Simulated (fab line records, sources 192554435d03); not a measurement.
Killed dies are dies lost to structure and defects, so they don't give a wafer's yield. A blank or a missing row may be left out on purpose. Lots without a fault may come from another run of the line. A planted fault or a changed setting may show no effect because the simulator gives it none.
Which tool did it? | flow n5_finfet | 12 lots, 36 wafers sampled, at 2 steps of a route of 1938

WHAT THE GAUGES READ, wafer by wafer
N5_ILD0_THK_MEAS_04.
lot  | measured    | on            | thk_nm (nm)
L900 | day 3 12:01 | film_metro-02 | 196.6 196.6 198.8
L901 | day 4 00:50 | film_metro-01 | 199.2 197.5 198.5
L902 | day 4 05:04 | film_metro-02 | 196.4 199.8 198.5
L905 | day 4 19:49 | film_metro-01 | 198.4 198.6 198.3
L906 | day 5 01:44 | film_metro-01 | 197.8 196.8 197.0
L907 | day 5 15:56 | film_metro-02 | 196.5 195.9 195.2
L908 | day 5 16:49 | film_metro-02 | 198.1 195.9 197.5
L909 | day 5 22:12 | film_metro-01 | 199.1 198.8 196.5
L910 | day 6 03:29 | film_metro-02 | 195.5 197.2 199.0
L917 | day 7 17:50 | film_metro-02 | 195.8 198.4 197.3
L920 | day 8 16:09 | film_metro-02 | 197.4 197.8 195.5
L922 | day 9 03:22 | film_metro-02 | 198.1 199.8 198.9

WHICH TOOL RAN EACH LOT (tool, then ch and the chambers of the sampled wafers, then the start)
lot  | N5_ILD0_CMP_03
L900 | cmp-03 ch 1,2,3, day 3 11:43
L901 | cmp-03 ch 0,2, day 4 00:33
L902 | cmp-03 ch 0,1,2, day 4 04:46
L905 | cmp-03 ch 0,1,3, day 4 19:31
L906 | cmp-04 ch 0,1,2, day 5 01:29
L907 | cmp-04 ch 0,3, day 5 15:38
L908 | cmp-03 ch 0,1,2, day 5 16:31
L909 | cmp-03 ch 1,2,3, day 5 21:57
L910 | cmp-03 ch 0,1,2, day 6 03:16
L917 | cmp-02 ch 1,2, day 7 17:32
L920 | cmp-02 ch 0,1,2, day 8 15:52
L922 | cmp-04 ch 0,1,3, day 9 03:04
- N5_ILD0_CMP_03: polishes, stops on SiNx, t overpolish 1.9 s, target thk 197.38 nm.

WHAT THE TOOLS THEMSELVES READ (means of the sampled wafers that have a number; where no wafer has one, the mark that the record gives instead)
N5_ILD0_CMP_03.
lot  | tool   | motor_current_A (A) | overpolish_run_s (s) | pad_life_wafers | platen_rpm (rpm) | time_to_endpoint_s (s)
L900 | cmp-03 | 12.1                | 1.899                | 62              | 51.76            | 66
L901 | cmp-03 | 11.9                | 1.910                | 157             | 51.77            | 69
L902 | cmp-03 | 11.8                | 1.905                | 187             | 51.83            | 70
L905 | cmp-03 | 11.8                | 1.913                | 320             | 51.81            | 72
L906 | cmp-04 | 12.4                | 1.905                | 1238            | 51.80            | 73
L907 | cmp-04 | 10.3                | 1.906                | 1338            | 51.79            | 68
L908 | cmp-03 | 12.1                | 1.905                | 427             | 51.80            | 68
L909 | cmp-03 | 11.9                | 1.904                | 470             | 51.78            | 71
L910 | cmp-03 | 12.1                | 1.904                | 512             | 51.10            | 68
L917 | cmp-02 | 9.9                 | 1.900                | 1320            | 51.79            | 76
L920 | cmp-02 | 10.4                | 1.907                | 1513            | 51.82            | 69
L922 | cmp-04 | 10.6                | 1.902                | 1981            | 51.79            | 75

THE ANSWER, worked out from the rows above alone
Rule: what is usual is taken from the lots themselves. Put in order of their means at a reading, lots are off if they are a third of the lots or fewer, leave a main group of 4 or more, and stand apart from it by a gap of 3 or more times the standard deviation of the main group's means; of several such gaps the widest counts. A main group whose means are all the same, to the digits that the tables above print for the reading, isn't used. A lot without any number at a reading at which 4 lots or more have one is off too. The other lots that the step has rows for count as sound. The gauges are gone through in route order, then the tools' own readings, and for those a lot's mean is taken as printed above. The first step at which some lot is off is used, and at that step the reading that is off furthest; a lot without a number counts as furthest.
Off: L910, at N5_ILD0_CMP_03 (platen_rpm). The main group: mean 51.79 rpm, standard deviation 0.02.
A tool fits if, at that step or a process step before it, it ran every lot that is off, and no sound lot after the first of them. One fits: cmp-03 at N5_ILD0_CMP_03. Its last sound lot is L909 (day 5 21:57), its first lot that is off L910 (day 6 03:16): a fault that began between those two fits.
The tool's own readings at N5_ILD0_CMP_03 bear it out: on the lots that are off they differ by more than 5 times the standard deviation of the sound lots' means. platen_rpm reads 51.10 rpm there against 51.79 rpm on the sound lots.

WHAT THE SIMULATOR HAD PUT IN
Process parameter drift: cmp-03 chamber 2, from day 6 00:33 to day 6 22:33, at N5_ILD0_CMP_03. Setting platen_rpm, moved by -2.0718, from 51.796. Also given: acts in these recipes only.
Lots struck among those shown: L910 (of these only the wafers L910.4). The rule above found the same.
